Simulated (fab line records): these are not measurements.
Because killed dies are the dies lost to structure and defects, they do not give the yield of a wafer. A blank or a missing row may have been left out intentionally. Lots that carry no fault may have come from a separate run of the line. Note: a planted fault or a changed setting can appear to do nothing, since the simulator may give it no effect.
Matching of chambers | flow nandHarc | pecvd-04 running NHARC_A_SLIT_DEP_23: 3 sister chambers
The step deposits SiON, target thk 100 nm. 6 wafers are shown with their chamber, then 12 later ones without.

WAFERS PAIRED WITH THEIR CHAMBERS
wafer  | chamber | heaterPowerW (W)
L091.1 | 2       | 586
L091.3 | 1       | 892
L091.6 | 0       | 634
L091.2 | 0       | 629
L091.4 | 1       | 872
L091.5 | 2       | 626

WAFERS MISSING THEIR CHAMBER
wafer  | heaterPowerW (W)
L095.1 | 1040
L095.3 | 666
L095.5 | 1017
L095.2 | 567
L095.4 | 661
L095.6 | 583
L096.1 | 626
L096.3 | 901
L096.5 | 652
L096.2 | 535
L096.4 | 552
L096.6 | 933

CHAMBER TAKEN BY EACH
wafer  | from the rows above     | in truth
L095.1 | 1                       | 1
L095.3 | can't be placed: 0 or 2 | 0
L095.5 | 1                       | 1
L095.2 | can't be placed: 2 or 0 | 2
L095.4 | can't be placed: 0 or 2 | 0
L095.6 | can't be placed: 2 or 0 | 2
L096.1 | can't be placed: 0 or 2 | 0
L096.3 | 1                       | 1
L096.5 | can't be placed: 0 or 2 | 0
L096.2 | can't be placed: 2 or 0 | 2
L096.4 | can't be placed: 2 or 0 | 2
L096.6 | 1                       | 1
Correctly placed: 4 of 12. These rows do not allow placing 8 (true chamber among the candidates in 8). Number placed wrongly: 0.
How it was worked out, from the rows above alone: a wafer's distance from a chamber is the root of the sum, over the readings, of the square of ((its reading less the chamber's mean) divided by the reading's scatter). If the next closest chamber is less than 2 further off than the closest, the wafer can't be placed; otherwise it belongs to the closest. For every chamber, the mean is computed from those of its wafers that are shown. The scatter: take each reading less its chamber's mean, square it, sum over the shown wafers, divide by the number of wafers less the number of chambers, and take the root.
